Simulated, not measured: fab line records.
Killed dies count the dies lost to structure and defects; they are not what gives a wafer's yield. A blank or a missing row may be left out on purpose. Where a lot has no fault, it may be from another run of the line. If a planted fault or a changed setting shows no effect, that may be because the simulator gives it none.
Which of the tools did it? / flow nand_harc / Sampling: 24 lots, 72 wafers, 3 of 1302 route steps

WHAT THE GAUGES READ, wafer by wafer
NHARC_A_CONTACT_CD_MEAS_08: target cd 200 nm.
lot=L075; measured=day 22 18:24; on=cd_sem-02; cd_nm (nm)=200.0 199.3 200.0
lot=L074; measured=day 22 17:52; on=cd_sem-01; cd_nm (nm)=199.7 199.8 199.6
lot=L076; measured=day 22 23:44; on=cd_sem-01; cd_nm (nm)=198.9 200.0 199.3
lot=L077; measured=day 24 00:52; on=cd_sem-01; cd_nm (nm)=199.8 201.0 200.5
lot=L079; measured=day 24 11:44; on=cd_sem-01; cd_nm (nm)=199.8 199.6 199.8
lot=L078; measured=day 25 01:41; on=cd_sem-02; cd_nm (nm)=199.6 200.3 199.2
lot=L081; measured=day 25 07:17; on=cd_sem-02; cd_nm (nm)=199.6 200.6 199.3
lot=L082; measured=day 25 18:08; on=cd_sem-01; cd_nm (nm)=199.9 199.0 200.0
lot=L080; measured=day 25 21:37; on=cd_sem-02; cd_nm (nm)=199.7 199.8 199.5
lot=L083; measured=day 25 22:46; on=cd_sem-01; cd_nm (nm)=199.3 199.7 199.1
lot=L084; measured=day 26 04:27; on=cd_sem-01; cd_nm (nm)=200.2 200.3 199.8
lot=L085; measured=day 27 02:55; on=cd_sem-03; cd_nm (nm)=200.0 198.9 198.8
lot=L086; measured=day 27 08:23; on=cd_sem-02; cd_nm (nm)=200.5 200.3 199.3
lot=L087; measured=day 27 10:49; on=cd_sem-01; cd_nm (nm)=198.9 199.8 199.6
lot=L088; measured=day 28 15:50; on=cd_sem-01; cd_nm (nm)=200.5 199.7 200.7
lot=L089; measured=day 28 17:26; on=cd_sem-03; cd_nm (nm)=199.3 200.5 199.6
lot=L090; measured=day 29 10:38; on=cd_sem-02; cd_nm (nm)=200.4 199.2 199.5
lot=L091; measured=day 29 12:13; on=cd_sem-01; cd_nm (nm)=198.9 200.0 199.2
lot=L092; measured=day 29 15:55; on=cd_sem-02; cd_nm (nm)=200.3 199.5 200.1
lot=L093; measured=day 30 07:47; on=cd_sem-03; cd_nm (nm)=200.7 200.1 199.5
lot=L096; measured=day 30 14:44; on=cd_sem-01; cd_nm (nm)=199.4 198.8 199.4
lot=L094; measured=day 30 15:07; on=cd_sem-01; cd_nm (nm)=200.9 200.1 201.1
lot=L095; measured=day 30 20:55; on=cd_sem-01; cd_nm (nm)=199.6 198.5 199.4
lot=L097; measured=day 32 08:14; on=cd_sem-01; cd_nm (nm)=198.9 200.4 199.4

WHICH TOOL RAN EACH LOT (tool, then ch and the chambers of the sampled wafers, then the start)
lot=L075; NHARC_A_CONTACT_DEP_29=pecvd-03 ch 0,1,2, day 21 17:52; NHARC_A_CONTACT_DEP_58=pecvd-01 ch 0,1, day 22 09:06
lot=L074; NHARC_A_CONTACT_DEP_29=pecvd-03 ch 1,2, day 21 18:00; NHARC_A_CONTACT_DEP_58=pecvd-03 ch 1,2, day 22 09:06
lot=L076; NHARC_A_CONTACT_DEP_29=pecvd-03 ch 1,2, day 22 03:00; NHARC_A_CONTACT_DEP_58=pecvd-02 ch 1,2, day 22 14:17
lot=L077; NHARC_A_CONTACT_DEP_29=pecvd-03 ch 0,1, day 23 04:20; NHARC_A_CONTACT_DEP_58=pecvd-02 ch 0,1,2, day 23 15:08
lot=L079; NHARC_A_CONTACT_DEP_29=pecvd-01 ch 0,1,2, day 23 12:31; NHARC_A_CONTACT_DEP_58=pecvd-02 ch 0,2, day 23 22:41
lot=L078; NHARC_A_CONTACT_DEP_29=pecvd-01 ch 0,1,2, day 24 02:04; NHARC_A_CONTACT_DEP_58=pecvd-02 ch 0,1,2, day 24 15:47
lot=L081; NHARC_A_CONTACT_DEP_29=pecvd-02 ch 0,1,2, day 24 09:26; NHARC_A_CONTACT_DEP_58=pecvd-03 ch 0,1, day 24 22:48
lot=L082; NHARC_A_CONTACT_DEP_29=pecvd-03 ch 0,1, day 24 21:24; NHARC_A_CONTACT_DEP_58=pecvd-02 ch 0,1,2, day 25 07:29
lot=L080; NHARC_A_CONTACT_DEP_29=pecvd-03 ch 0,1, day 24 23:43; NHARC_A_CONTACT_DEP_58=pecvd-01 ch 1,2, day 25 11:37
lot=L083; NHARC_A_CONTACT_DEP_29=pecvd-03 ch 0,1,2, day 25 03:43; NHARC_A_CONTACT_DEP_58=pecvd-03 ch 0,1,2, day 25 14:07
lot=L084; NHARC_A_CONTACT_DEP_29=pecvd-02 ch 0,2, day 25 09:05; NHARC_A_CONTACT_DEP_58=pecvd-03 ch 1,2, day 25 19:36
lot=L085; NHARC_A_CONTACT_DEP_29=pecvd-01 ch 0,2, day 26 01:07; NHARC_A_CONTACT_DEP_58=pecvd-02 ch 0,2, day 26 15:23
lot=L086; NHARC_A_CONTACT_DEP_29=pecvd-01 ch 0,1,2, day 26 08:19; NHARC_A_CONTACT_DEP_58=pecvd-01 ch 0,1,2, day 26 23:56
lot=L087; NHARC_A_CONTACT_DEP_29=pecvd-03 ch 1,2, day 26 10:17; NHARC_A_CONTACT_DEP_58=pecvd-01 ch 0,1,2, day 27 02:22
lot=L088; NHARC_A_CONTACT_DEP_29=pecvd-03 ch 0,1,2, day 27 19:02; NHARC_A_CONTACT_DEP_58=pecvd-02 ch 1,2, day 28 05:18
lot=L089; NHARC_A_CONTACT_DEP_29=pecvd-03 ch 0,1, day 27 20:17; NHARC_A_CONTACT_DEP_58=pecvd-03 ch 0,1,2, day 28 07:25
lot=L090; NHARC_A_CONTACT_DEP_29=pecvd-02 ch 0,2, day 28 11:28; NHARC_A_CONTACT_DEP_58=pecvd-02 ch 0,2, day 29 00:05
lot=L091; NHARC_A_CONTACT_DEP_29=pecvd-03 ch 0,2, day 28 11:41; NHARC_A_CONTACT_DEP_58=pecvd-02 ch 1,2, day 29 01:19
lot=L092; NHARC_A_CONTACT_DEP_29=pecvd-02 ch 0,2, day 28 20:14; NHARC_A_CONTACT_DEP_58=pecvd-03 ch 1,2, day 29 07:07
lot=L093; NHARC_A_CONTACT_DEP_29=pecvd-02 ch 1,2, day 29 11:14; NHARC_A_CONTACT_DEP_58=pecvd-03 ch 0,1,2, day 29 22:45
lot=L096; NHARC_A_CONTACT_DEP_29=pecvd-02 ch 0,1,2, day 29 19:31; NHARC_A_CONTACT_DEP_58=pecvd-02 ch 0,1, day 30 06:21
lot=L094; NHARC_A_CONTACT_DEP_29=pecvd-01 ch 0,2, day 29 19:32; NHARC_A_CONTACT_DEP_58=pecvd-01 ch 0,2, day 30 06:37
lot=L095; NHARC_A_CONTACT_DEP_29=pecvd-03 ch 0,1,2, day 29 23:50; NHARC_A_CONTACT_DEP_58=pecvd-03 ch 0,1,2, day 30 12:22
lot=L097; NHARC_A_CONTACT_DEP_29=pecvd-01 ch 1,2, day 31 06:04; NHARC_A_CONTACT_DEP_58=pecvd-02 ch 0,1, day 31 17:40
- NHARC_A_CONTACT_DEP_29: deposits SiON, target thk 100 nm.
- NHARC_A_CONTACT_DEP_58: deposits SiON, target thk 90 nm.

AS READ BY THE TOOLS THEMSELVES (means over the sampled wafers that have a number; for cases with no such wafer, the mark the record gives instead)
NHARC_A_CONTACT_DEP_29.
lot=L075; tool=pecvd-03; heater_power_w (W)=795
lot=L074; tool=pecvd-03; heater_power_w (W)=871
lot=L076; tool=pecvd-03; heater_power_w (W)=818
lot=L077; tool=pecvd-03; heater_power_w (W)=764
lot=L079; tool=pecvd-01; heater_power_w (W)=769
lot=L078; tool=pecvd-01; heater_power_w (W)=748
lot=L081; tool=pecvd-02; heater_power_w (W)=704
lot=L082; tool=pecvd-03; heater_power_w (W)=716
lot=L080; tool=pecvd-03; heater_power_w (W)=727
lot=L083; tool=pecvd-03; heater_power_w (W)=751
lot=L084; tool=pecvd-02; heater_power_w (W)=624
lot=L085; tool=pecvd-01; heater_power_w (W)=667
lot=L086; tool=pecvd-01; heater_power_w (W)=744
lot=L087; tool=pecvd-03; heater_power_w (W)=760
lot=L088; tool=pecvd-03; heater_power_w (W)=727
lot=L089; tool=pecvd-03; heater_power_w (W)=717
lot=L090; tool=pecvd-02; heater_power_w (W)=670
lot=L091; tool=pecvd-03; heater_power_w (W)=688
lot=L092; tool=pecvd-02; heater_power_w (W)=607
lot=L093; tool=pecvd-02; heater_power_w (W)=778
lot=L096; tool=pecvd-02; heater_power_w (W)=727
lot=L094; tool=pecvd-01; heater_power_w (W)=651
lot=L095; tool=pecvd-03; heater_power_w (W)=715
lot=L097; tool=pecvd-01; heater_power_w (W)=895

NHARC_A_CONTACT_DEP_58.
lot=L075; tool=pecvd-01; heater_power_w (W)=668
lot=L074; tool=pecvd-03; heater_power_w (W)=816
lot=L076; tool=pecvd-02; heater_power_w (W)=742
lot=L077; tool=pecvd-02; heater_power_w (W)=660
lot=L079; tool=pecvd-02; heater_power_w (W)=657
lot=L078; tool=pecvd-02; heater_power_w (W)=657
lot=L081; tool=pecvd-03; heater_power_w (W)=782
lot=L082; tool=pecvd-02; heater_power_w (W)=728
lot=L080; tool=pecvd-01; heater_power_w (W)=835
lot=L083; tool=pecvd-03; heater_power_w (W)=756
lot=L084; tool=pecvd-03; heater_power_w (W)=820
lot=L085; tool=pecvd-02; heater_power_w (W)=648
lot=L086; tool=pecvd-01; heater_power_w (W)=787
lot=L087; tool=pecvd-01; heater_power_w (W)=706
lot=L088; tool=pecvd-02; heater_power_w (W)=786
lot=L089; tool=pecvd-03; heater_power_w (W)=753
lot=L090; tool=pecvd-02; heater_power_w (W)=652
lot=L091; tool=pecvd-02; heater_power_w (W)=651
lot=L092; tool=pecvd-03; heater_power_w (W)=803
lot=L093; tool=pecvd-03; heater_power_w (W)=737
lot=L096; tool=pecvd-02; heater_power_w (W)=766
lot=L094; tool=pecvd-01; heater_power_w (W)=600
lot=L095; tool=pecvd-03; heater_power_w (W)=793
lot=L097; tool=pecvd-02; heater_power_w (W)=695

THE ANSWER, worked out from the rows above alone
Rule: what is usual is taken from the lots themselves. Put in order of their means at a reading, lots are off if they are a third of the lots or fewer, leave a main group of 4 or more, and stand apart from it by a gap of 3 or more times the standard deviation of the main group's means; of several such gaps the widest counts. The tables above print the reading to a certain number of digits; a main group whose means all agree to those digits is not used. Also off: a lot with no number at a reading for which 4 or more lots have one. Any other lot the step has rows for is counted as sound. First the gauges in route order, then the tools' own readings, where a lot's mean is used as printed above. The first step at which some lot is off is used, and at that step the reading that is off furthest; a lot without a number counts as furthest.
Nothing can be told from this: no lot is off at any reading shown.

WHAT THE SIMULATOR PUT IN
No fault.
